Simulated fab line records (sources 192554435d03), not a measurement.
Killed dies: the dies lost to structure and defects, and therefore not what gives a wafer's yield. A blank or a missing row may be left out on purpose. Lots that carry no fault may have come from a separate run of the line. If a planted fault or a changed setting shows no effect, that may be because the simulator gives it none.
Matching of chambers    flow n5_finfet    4 sister chambers for N5_BEOL_M5_CMP_52 on cmp-03
The step polishes, stops on SiCOH lowk, t overpolish 6.9 s, target thk 62 nm. 20 wafers are shown with their chamber, then 10 later ones without.

== WAFERS WITH THEIR CHAMBER ==
wafer   chamber  motor_current_A (A)  time_to_endpoint_s (s)  overpolish_run_s (s)
L078.2  3        6.3                  61                      6.902
L078.3  2        5.9                  61                      6.895
L078.6  3        6.3                  61                      6.906
L079.1  3        6.1                  65                      6.910
L079.4  1        6.4                  63                      6.914
L079.6  1        6.5                  60                      6.908
L084.1  0        5.5                  65                      6.900
L084.3  1        6.6                  57                      6.905
L084.4  3        6.2                  60                      6.900
L085.1  3        6.6                  59                      6.917
L085.4  0        5.5                  65                      6.885
L085.6  1        6.3                  55                      6.897
L087.1  3        5.9                  54                      6.901
L087.2  0        5.4                  63                      6.918
L087.5  3        6.1                  57                      6.894
L076.3  0        5.5                  62                      6.907
L076.4  2        5.8                  59                      6.893
L076.6  0        5.5                  65                      6.887
L089.2  1        6.9                  57                      6.897
L089.3  2        6.5                  61                      6.897

SIGNATURES, as means of the wafers listed above
reading             chamber 0  chamber 1  chamber 2  chamber 3  scatter within a chamber
motor_current_A     5.480      6.540      6.067      6.214      0.223
time_to_endpoint_s  64.00      58.40      60.33      59.57      2.76
overpolish_run_s    6.89940    6.90420    6.89500    6.90429    0.0091
Rule: distance of a wafer from a chamber = root of the sum over the readings of ((wafer's reading minus chamber's mean) / reading's scatter) squared. The wafer belongs to the nearest chamber; if the next one is less than 2 further off, it can't be placed. How the scatter is found: for the shown wafers, subtract from each reading the mean of its chamber, square and add these, divide the total by (wafers less chambers), then take the root.

== WAFERS WITH NO CHAMBER GIVEN ==
wafer   motor_current_A (A)  time_to_endpoint_s (s)  overpolish_run_s (s)
L089.5  6.4                  59                      6.900
L091.2  6.4                  57                      6.909
L091.5  6.1                  59                      6.883
L091.6  6.3                  56                      6.910
L094.1  6.2                  59                      6.912
L094.3  5.4                  66                      6.901
L094.4  6.3                  61                      6.906
L095.2  6.0                  60                      6.871
L095.5  6.2                  58                      6.891
L095.6  6.3                  60                      6.905

== WHICH CHAMBER EACH ONE RAN IN ==
wafer   from the rows above                in truth
L089.5  can't be placed: 1 or 3 or 2       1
L091.2  can't be placed: 1 or 3 or 2       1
L091.5  can't be placed: 2 or 3 or 1       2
L091.6  can't be placed: 3 or 1 or 2       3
L094.1  can't be placed: 3 or 1 or 2       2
L094.3  0                                  0
L094.4  can't be placed: 3 or 1 or 2       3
L095.2  can't be placed: 2 or 3 or 0 or 1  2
L095.5  can't be placed: 2 or 3 or 1       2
L095.6  can't be placed: 3 or 1 or 2       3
Correct placement for 1 of the 10. Unplaceable from these rows: 9, with the true chamber sitting among the candidates in 9. Wrongly placed: 0.
